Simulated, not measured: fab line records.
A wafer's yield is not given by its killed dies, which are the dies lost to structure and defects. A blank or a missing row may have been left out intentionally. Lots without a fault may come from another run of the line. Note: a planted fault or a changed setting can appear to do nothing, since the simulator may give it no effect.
fab line records	flow nand-harc
record: lots: 24	wafers: 72	last-day: 34
route steps=1302 shown P_M0@277 P_M1@297
lots that met no fault: taken from a fault-free run of the same line
start-h: hours from the record's first day to the start of the lot's first wafer shown	wait-h: how many hours have passed since the lot's step before this one	" as in the row above	L1.1+2: one row covering several wafers at once	- value missing, or start not given	* or withheld: withheld	< > ~ a bound
route shown NAME@n: NAME is a module with steps in the file, n the number in the route of the first one	usual: the fault-free wafers' mean and standard deviation	same: alike in all rows	chamber/n: place in a boat	sites: each site's reading	_std_site: their standard deviation	_edge_site: the outer-site mean with the inner-site mean subtracted	radius-mm: how far each site lies from the wafer's centre	mask NAME#n: copy n	behind: the most recent tool/chamber to have shaped the wafer	hold: cause of the lot's hold/its duration in hours/its outcome	device: the n, p or np transistor that did not switch	end of line: tests run on the same wafers once the route is complete	a step with no rows: only its recipe	killed: at the first sort, the dies lost to defects and structure; wafer yield is something else	map: shows each die of a wafer: x if killed, . if not, _ if none is there
set.NAME: the run value of the setting; set.NAME@STEP: its run value at that earlier step	model.NAME: the simulator's own value behind a step, which no gauge read
route steps across a sampled set of lots; one table per step, one row per wafer
services: the hour from which a tool's chamber was out of use, counted from the record's first day as start-h (under 0 if before that day), plus the number of hours and why
== steps ==
step: NHARC_P_M0_ANNEAL_30
recipe: temp-c: 225	time-s: 90
usual: wafer_temp_C_max: 226.4/0.32
lot.wafer	tool	chamber	start-h	wait-h	wafer_temp_C_max
L074.1	rtp-anneal-01	0	127.47	-	226.4
L074.2	"	0	"	"	226.2
L074.4	"	0	"	"	226.3
L075.4	rtp-anneal-02	0	132.91	0.4	226.3
L075.5	"	0	"	"	226.3
L075.6	"	0	"	"	227.0
L076.3	rtp-anneal-02	0	143.54	0.5	226.7
L076.4	"	0	"	"	226.1
L076.5	"	0	"	"	226.8
L077.1	rtp-anneal-02	0	157.71	0.3	226.4
L077.3	"	0	"	"	226.6
L077.5	"	0	"	"	226.4
L079.2	rtp-anneal-01	0	169.55	0.3	226.4
L079.4	"	0	"	"	226.8
L079.6	"	0	"	"	226.4
L078.3	rtp-anneal-02	0	169.95	-	226.7
L078.5	"	0	"	"	226.5
L078.6	"	0	"	"	226.1
L080.4	rtp-anneal-01	0	191.58	-	226.3
L080.5	"	0	"	"	226.0
L080.6	"	0	"	"	226.2
L081.1	rtp-anneal-02	0	198.84	-	226.5
L081.2	"	0	"	"	226.2
L081.4	"	0	"	"	226.7
L082.1	rtp-anneal-02	0	201.96	0.3	226.5
L082.3	"	0	"	"	226.8
L082.5	"	0	"	"	226.8
L083.3	rtp-anneal-01	0	212.62	0.3	226.9
L083.4	"	0	"	"	226.6
L083.5	"	0	"	"	226.3
L084.2	rtp-anneal-02	0	223.40	0.3	226.6
L084.4	"	0	"	"	226.4
L084.6	"	0	"	"	226.4
L085.3	rtp-anneal-01	0	237.53	-	226.6
L085.5	"	0	"	"	226.5
L085.6	"	0	"	"	227.2
L086.1	rtp-anneal-01	0	242.76	0.3	226.3
L086.2	"	0	"	"	225.9
L086.6	"	0	"	"	226.1
L087.1	rtp-anneal-01	0	255.55	0.3	226.9
L087.2	"	0	"	"	226.3
L087.4	"	0	"	"	226.5
L088.2	rtp-anneal-01	0	265.76	0.3	226.8
L088.5	"	0	"	"	226.2
L088.6	"	0	"	"	226.3
L089.1	rtp-anneal-02	0	268.16	-	226.5
L089.2	"	0	"	"	226.4
L089.4	"	0	"	"	226.3
L090.3	rtp-anneal-02	0	281.91	-	226.5
L090.5	"	0	"	"	226.7
L090.6	"	0	"	"	226.4
L091.1	rtp-anneal-01	0	294.54	0.3	226.3
L091.2	"	0	"	"	226.2
L091.4	"	0	"	"	226.3
L092.1	rtp-anneal-02	0	309.79	0.3	226.1
L092.2	"	0	"	"	227.0
L092.3	"	0	"	"	226.2
L093.4	rtp-anneal-02	0	311.29	0.3	226.5
L093.5	"	0	"	"	226.8
L093.6	"	0	"	"	226.2
L094.3	rtp-anneal-01	0	321.66	-	225.6
L094.5	"	0	"	"	226.3
L094.6	"	0	"	"	226.2
L096.1	rtp-anneal-02	0	337.13	0.3	226.2
L096.2	"	0	"	"	226.7
L096.6	"	0	"	"	226.4
L095.1	rtp-anneal-01	0	338.10	-	226.0
L095.2	"	0	"	"	226.4
L095.6	"	0	"	"	225.9
L097.3	rtp-anneal-02	0	349.95	-	227.2
L097.4	"	0	"	"	226.4
L097.5	"	0	"	"	226.7
step: NHARC_P_M0_THK_MEAS_24
recipe: thk-meas-gauge: xrf
usual: thk-nm: 117.6/1.5
lot.wafer	tool	chamber	start-h	wait-h	thk-nm
L074.1	film-metro-02	-	128.16	-	116.3
L074.2	"	-	"	"	114.9
L074.4	"	-	"	"	115.1
L075.4	film-metro-02	-	133.42	-	116.3
L075.5	"	-	"	"	115.9
L075.6	"	-	"	"	116.8
L076.3	film-metro-01	-	144.10	-	115.0
L076.4	"	-	"	"	116.0
L076.5	"	-	"	"	114.8
L077.1	film-metro-02	-	158.36	-	115.0
L077.3	"	-	"	"	114.3
L077.5	"	-	"	"	116.1
L079.2	film-metro-02	-	170.15	-	119.2
L079.4	"	-	"	"	120.7
L079.6	"	-	"	"	119.2
L078.3	film-metro-02	-	170.51	-	118.3
L078.5	"	-	"	"	119.0
L078.6	"	-	"	"	120.1
L080.4	film-metro-02	-	192.08	-	118.6
L080.5	"	-	"	"	118.8
L080.6	"	-	"	"	117.7
L081.1	film-metro-01	-	199.51	-	117.0
L081.2	"	-	"	"	116.0
L081.4	"	-	"	"	117.0
L082.1	film-metro-02	-	202.61	-	117.2
L082.3	"	-	"	"	116.1
L082.5	"	-	"	"	119.0
L083.3	film-metro-01	-	213.18	-	119.3
L083.4	"	-	"	"	117.4
L083.5	"	-	"	"	117.4
L084.2	film-metro-02	-	224.00	-	115.4
L084.4	"	-	"	"	117.0
L084.6	"	-	"	"	116.2
L085.3	film-metro-01	-	238.08	-	117.8
L085.5	"	-	"	"	117.1
L085.6	"	-	"	"	117.1
L086.1	film-metro-01	-	243.42	-	117.8
L086.2	"	-	"	"	116.6
L086.6	"	-	"	"	118.5
L087.1	film-metro-02	-	256.21	-	117.2
L087.2	"	-	"	"	115.1
L087.4	"	-	"	"	118.5
L088.2	film-metro-01	-	266.37	-	114.5
L088.5	"	-	"	"	118.2
L088.6	"	-	"	"	116.4
L089.1	film-metro-02	-	268.82	-	119.6
L089.2	"	-	"	"	117.3
L089.4	"	-	"	"	120.9
L090.3	film-metro-01	-	282.47	-	117.8
L090.5	"	-	"	"	119.5
L090.6	"	-	"	"	118.5
L091.1	film-metro-01	-	295.20	-	118.7
L091.2	"	-	"	"	117.9
L091.4	"	-	"	"	120.0
L092.1	film-metro-01	-	310.44	-	117.0
L092.2	"	-	"	"	117.3
L092.3	"	-	"	"	118.4
L093.4	film-metro-01	-	311.80	-	117.8
L093.5	"	-	"	"	116.7
L093.6	"	-	"	"	117.9
L094.3	film-metro-01	-	322.23	-	116.8
L094.5	"	-	"	"	119.0
L094.6	"	-	"	"	116.1
L096.1	film-metro-02	-	337.81	-	118.1
L096.2	"	-	"	"	119.3
L096.6	"	-	"	"	118.0
L095.1	film-metro-01	-	338.75	-	116.4
L095.2	"	-	"	"	116.4
L095.6	"	-	"	"	114.4
L097.3	film-metro-02	-	350.51	-	117.6
L097.4	"	-	"	"	117.7
L097.5	"	-	"	"	117.0
step: NHARC_P_M0_INSPECT_27
usual: raw-defect-count: 268/91
lot.wafer	tool	chamber	start-h	wait-h	raw-defect-count
L074.1	defect-inspect-01	-	128.31	0.0	308
L074.2	"	-	"	"	229
L074.4	"	-	"	"	190
L075.4	defect-inspect-01	-	133.57	0.0	145
L075.5	"	-	"	"	267
L075.6	"	-	"	"	169
L076.3	defect-inspect-02	-	144.25	0.0	151
L076.4	"	-	"	"	224
L076.5	"	-	"	"	204
L077.1	defect-inspect-01	-	158.54	0.0	361
L077.3	"	-	"	"	351
L077.5	"	-	"	"	206
L079.2	defect-inspect-01	-	170.31	0.0	171
L079.4	"	-	"	"	196
L079.6	"	-	"	"	307
L078.3	defect-inspect-01	-	170.67	0.0	213
L078.5	"	-	"	"	298
L078.6	"	-	"	"	211
L080.4	defect-inspect-02	-	192.24	0.0	166
L080.5	"	-	"	"	124
L080.6	"	-	"	"	132
L081.1	defect-inspect-01	-	199.67	0.0	195
L081.2	"	-	"	"	271
L081.4	"	-	"	"	390
L082.1	defect-inspect-02	-	202.77	0.0	211
L082.3	"	-	"	"	324
L082.5	"	-	"	"	407
L083.3	defect-inspect-01	-	213.34	0.0	217
L083.4	"	-	"	"	327
L083.5	"	-	"	"	222
L084.2	defect-inspect-02	-	224.16	0.0	212
L084.4	"	-	"	"	324
L084.6	"	-	"	"	376
L085.3	defect-inspect-01	-	238.24	0.0	150
L085.5	"	-	"	"	247
L085.6	"	-	"	"	170
L086.1	defect-inspect-01	-	243.58	0.0	305
L086.2	"	-	"	"	205
L086.6	"	-	"	"	262
L087.1	defect-inspect-02	-	256.37	0.0	291
L087.2	"	-	"	"	329
L087.4	"	-	"	"	299
L088.2	defect-inspect-01	-	266.53	0.0	342
L088.5	"	-	"	"	405
L088.6	"	-	"	"	344
L089.1	defect-inspect-01	-	268.98	0.0	306
L089.2	"	-	"	"	404
L089.4	"	-	"	"	253
L090.3	defect-inspect-01	-	282.62	0.0	176
L090.5	"	-	"	"	292
L090.6	"	-	"	"	276
L091.1	defect-inspect-01	-	295.35	0.0	274
L091.2	"	-	"	"	338
L091.4	"	-	"	"	459
L092.1	defect-inspect-01	-	310.60	0.0	403
L092.2	"	-	"	"	452
L092.3	"	-	"	"	205
L093.4	defect-inspect-02	-	311.96	0.0	193
L093.5	"	-	"	"	405
L093.6	"	-	"	"	311
L094.3	defect-inspect-01	-	322.39	0.0	245
L094.5	"	-	"	"	197
L094.6	"	-	"	"	286
L096.1	defect-inspect-02	-	337.97	0.0	290
L096.2	"	-	"	"	434
L096.6	"	-	"	"	126
L095.1	defect-inspect-02	-	338.91	0.0	290
L095.2	"	-	"	"	163
L095.6	"	-	"	"	217
L097.3	defect-inspect-02	-	350.67	0.0	287
L097.4	"	-	"	"	495
L097.5	"	-	"	"	248
step: NHARC_P_M1_INSPECT_11
usual: raw-defect-count: 4.4/2.4
lot.wafer	tool	chamber	start-h	wait-h	raw-defect-count
L074.1	defect-inspect-01	-	129.87	0.0	2
L074.2	"	-	"	"	4
L074.4	"	-	"	"	3
L075.4	defect-inspect-02	-	135.09	0.0	6
L075.5	"	-	"	"	5
L075.6	"	-	"	"	3
L076.3	defect-inspect-02	-	145.64	0.0	4
L076.4	"	-	"	"	8
L076.5	"	-	"	"	6
L077.1	defect-inspect-02	-	159.94	0.0	5
L077.3	"	-	"	"	7
L077.5	"	-	"	"	7
L079.2	defect-inspect-02	-	171.83	0.0	3
L079.4	"	-	"	"	5
L079.6	"	-	"	"	5
L078.3	defect-inspect-01	-	172.17	0.0	5
L078.5	"	-	"	"	3
L078.6	"	-	"	"	5
L080.4	defect-inspect-01	-	193.76	0.0	4
L080.5	"	-	"	"	1
L080.6	"	-	"	"	4
L081.1	defect-inspect-02	-	201.18	0.0	5
L081.2	"	-	"	"	3
L081.4	"	-	"	"	1
L082.1	defect-inspect-02	-	204.27	0.0	2
L082.3	"	-	"	"	4
L082.5	"	-	"	"	3
L083.3	defect-inspect-01	-	214.86	0.0	2
L083.4	"	-	"	"	7
L083.5	"	-	"	"	5
L084.2	defect-inspect-02	-	225.55	0.0	2
L084.4	"	-	"	"	2
L084.6	"	-	"	"	1
L085.3	defect-inspect-01	-	239.76	0.0	9
L085.5	"	-	"	"	10
L085.6	"	-	"	"	9
L086.1	defect-inspect-01	-	244.97	0.0	5
L086.2	"	-	"	"	4
L086.6	"	-	"	"	3
L087.1	defect-inspect-02	-	257.89	0.0	7
L087.2	"	-	"	"	4
L087.4	"	-	"	"	7
L088.2	defect-inspect-02	-	268.05	0.0	4
L088.5	"	-	"	"	3
L088.6	"	-	"	"	5
L089.1	defect-inspect-02	-	270.50	0.0	6
L089.2	"	-	"	"	4
L089.4	"	-	"	"	2
L090.3	defect-inspect-01	-	284.14	0.0	4
L090.5	"	-	"	"	3
L090.6	"	-	"	"	4
L091.1	defect-inspect-02	-	296.96	0.0	8
L091.2	"	-	"	"	8
L091.4	"	-	"	"	7
L092.1	defect-inspect-01	-	312.12	0.0	3
L092.2	"	-	"	"	0
L092.3	"	-	"	"	6
L093.4	defect-inspect-02	-	313.48	0.0	4
L093.5	"	-	"	"	2
L093.6	"	-	"	"	4
L094.3	defect-inspect-02	-	323.96	0.0	5
L094.5	"	-	"	"	2
L094.6	"	-	"	"	3
L096.1	defect-inspect-02	-	339.48	0.0	7
L096.2	"	-	"	"	3
L096.6	"	-	"	"	2
L095.1	defect-inspect-02	-	340.46	0.0	8
L095.2	"	-	"	"	11
L095.6	"	-	"	"	12
L097.3	defect-inspect-02	-	352.19	0.0	4
L097.4	"	-	"	"	6
L097.5	"	-	"	"	3
step: NHARC_P_M1_CD_MEAS_16
usual: cd-nm: 129.8/0.85
lot.wafer	tool	chamber	start-h	wait-h	cd-nm
L074.1	cd-sem-03	-	130.24	-	131.3
L074.2	"	-	"	"	129.8
L074.4	"	-	"	"	130.5
L075.4	cd-sem-03	-	135.46	-	132.1
L075.5	"	-	"	"	130.1
L075.6	"	-	"	"	131.1
L076.3	cd-sem-01	-	146.01	-	129.7
L076.4	"	-	"	"	130.3
L076.5	"	-	"	"	130.2
L077.1	cd-sem-02	-	160.30	-	129.5
L077.3	"	-	"	"	130.8
L077.5	"	-	"	"	130.3
L079.2	cd-sem-01	-	172.19	-	130.3
L079.4	"	-	"	"	129.4
L079.6	"	-	"	"	129.7
L078.3	cd-sem-01	-	172.54	-	130.0
L078.5	"	-	"	"	132.4
L078.6	"	-	"	"	130.4
L080.4	cd-sem-03	-	194.13	-	129.8
L080.5	"	-	"	"	129.9
L080.6	"	-	"	"	130.2
L081.1	cd-sem-02	-	201.55	-	130.4
L081.2	"	-	"	"	129.8
L081.4	"	-	"	"	130.4
L082.1	cd-sem-02	-	204.64	-	129.5
L082.3	"	-	"	"	130.4
L082.5	"	-	"	"	129.6
L083.3	cd-sem-02	-	215.27	-	130.6
L083.4	"	-	"	"	130.5
L083.5	"	-	"	"	129.7
L084.2	cd-sem-02	-	225.92	-	129.9
L084.4	"	-	"	"	128.8
L084.6	"	-	"	"	130.0
L085.3	cd-sem-03	-	240.13	-	130.1
L085.5	"	-	"	"	130.3
L085.6	"	-	"	"	130.2
L086.1	cd-sem-02	-	245.33	-	129.4
L086.2	"	-	"	"	129.3
L086.6	"	-	"	"	129.1
L087.1	cd-sem-02	-	258.25	-	129.8
L087.2	"	-	"	"	130.7
L087.4	"	-	"	"	130.9
L088.2	cd-sem-02	-	268.41	-	129.0
L088.5	"	-	"	"	129.6
L088.6	"	-	"	"	129.2
L089.1	cd-sem-03	-	270.86	-	130.6
L089.2	"	-	"	"	129.3
L089.4	"	-	"	"	130.2
L090.3	cd-sem-03	-	284.51	-	129.5
L090.5	"	-	"	"	130.8
L090.6	"	-	"	"	129.8
L091.1	cd-sem-03	-	297.32	-	129.4
L091.2	"	-	"	"	128.5
L091.4	"	-	"	"	128.3
L092.1	cd-sem-02	-	312.50	-	130.0
L092.2	"	-	"	"	130.8
L092.3	"	-	"	"	130.1
L093.4	cd-sem-02	-	313.85	-	128.5
L093.5	"	-	"	"	128.1
L093.6	"	-	"	"	128.8
L094.3	cd-sem-02	-	324.33	-	130.9
L094.5	"	-	"	"	130.1
L094.6	"	-	"	"	129.6
L096.1	cd-sem-01	-	339.85	-	128.4
L096.2	"	-	"	"	130.0
L096.6	"	-	"	"	128.9
L095.1	cd-sem-01	-	340.82	-	128.0
L095.2	"	-	"	"	130.1
L095.6	"	-	"	"	128.8
L097.3	cd-sem-03	-	352.56	-	131.3
L097.4	"	-	"	"	129.3
L097.5	"	-	"	"	130.1
step: NHARC_P_M1_PRE_CLEAN_30
recipe: time-s: 30	temp-c: 280	gas: H2/He
usual: heater-power-w: 416/35
lot.wafer	tool	chamber	start-h	wait-h	heater-power-w
L074.2	pvd-sputter-01	-	-	-	418
L074.4	"	-	"	"	405
L074.1	"	-	"	"	391
L075.4	pvd-sputter-01	-	-	-	423
L075.6	"	-	"	"	387
L075.5	"	-	"	"	430
L076.3	pvd-sputter-02	-	-	-	434
L076.4	"	-	"	"	435
L076.5	"	-	"	"	435
L077.3	pvd-sputter-02	-	-	-	387
L077.1	"	-	"	"	427
L077.5	"	-	"	"	438
L079.4	pvd-sputter-02	-	-	-	425
L079.2	"	-	"	"	433
L079.6	"	-	"	"	422
L078.3	pvd-sputter-01	-	-	-	430
L078.5	"	-	"	"	421
L078.6	"	-	"	"	410
L080.4	pvd-sputter-01	-	-	-	434
L080.5	"	-	"	"	401
L080.6	"	-	"	"	397
L081.2	pvd-sputter-01	-	-	-	420
L081.4	"	-	"	"	410
L081.1	"	-	"	"	389
L082.1	pvd-sputter-02	-	-	-	437
L082.3	"	-	"	"	394
L082.5	"	-	"	"	450
L083.3	pvd-sputter-01	-	-	-	391
L083.4	"	-	"	"	415
L083.5	"	-	"	"	436
L084.2	pvd-sputter-02	-	-	-	435
L084.4	"	-	"	"	434
L084.6	"	-	"	"	443
L085.3	pvd-sputter-02	-	-	-	389
L085.5	"	-	"	"	379
L085.6	"	-	"	"	440
L086.2	pvd-sputter-03	-	-	-	366
L086.1	"	-	"	"	465
L086.6	"	-	"	"	364
L087.2	pvd-sputter-02	-	-	-	435
L087.1	"	-	"	"	392
L087.4	"	-	"	"	431
L088.2	pvd-sputter-03	-	-	-	369
L088.5	"	-	"	"	487
L088.6	"	-	"	"	367
L089.2	pvd-sputter-01	-	-	-	403
L089.1	"	-	"	"	363
L089.4	"	-	"	"	403
L090.3	pvd-sputter-01	-	-	-	406
L090.5	"	-	"	"	414
L090.6	"	-	"	"	400
L091.1	pvd-sputter-03	-	-	-	459
L091.4	"	-	"	"	368
L091.2	"	-	"	"	416
L092.1	pvd-sputter-01	-	-	-	393
L092.3	"	-	"	"	419
L092.2	"	-	"	"	397
L093.4	pvd-sputter-03	-	-	-	480
L093.6	"	-	"	"	470
L093.5	"	-	"	"	503
L094.3	pvd-sputter-03	-	-	-	473
L094.6	"	-	"	"	409
L094.5	"	-	"	"	456
L096.2	pvd-sputter-03	-	-	-	484
L096.1	"	-	"	"	408
L096.6	"	-	"	"	501
L095.2	pvd-sputter-01	-	-	-	373
L095.1	"	-	"	"	411
L095.6	"	-	"	"	371
L097.4	pvd-sputter-01	-	-	-	408
L097.3	"	-	"	"	393
L097.5	"	-	"	"	371
== services ==
tool	chamber	start-h	hours	kind
pvd-sputter-02	-	104.00	10.0	pm
pvd-sputter-03	-	170.06	10.0	pm
pvd-sputter-03	-	199.81	7.9	repair
pvd-sputter-01	-	226.00	10.0	pm
pvd-sputter-02	-	282.00	10.0	pm
pvd-sputter-03	-	285.83	1.8	repair
pvd-sputter-01	-	286.64	3.5	repair
pvd-sputter-03	-	348.06	10.0	pm
== key ==
fault none
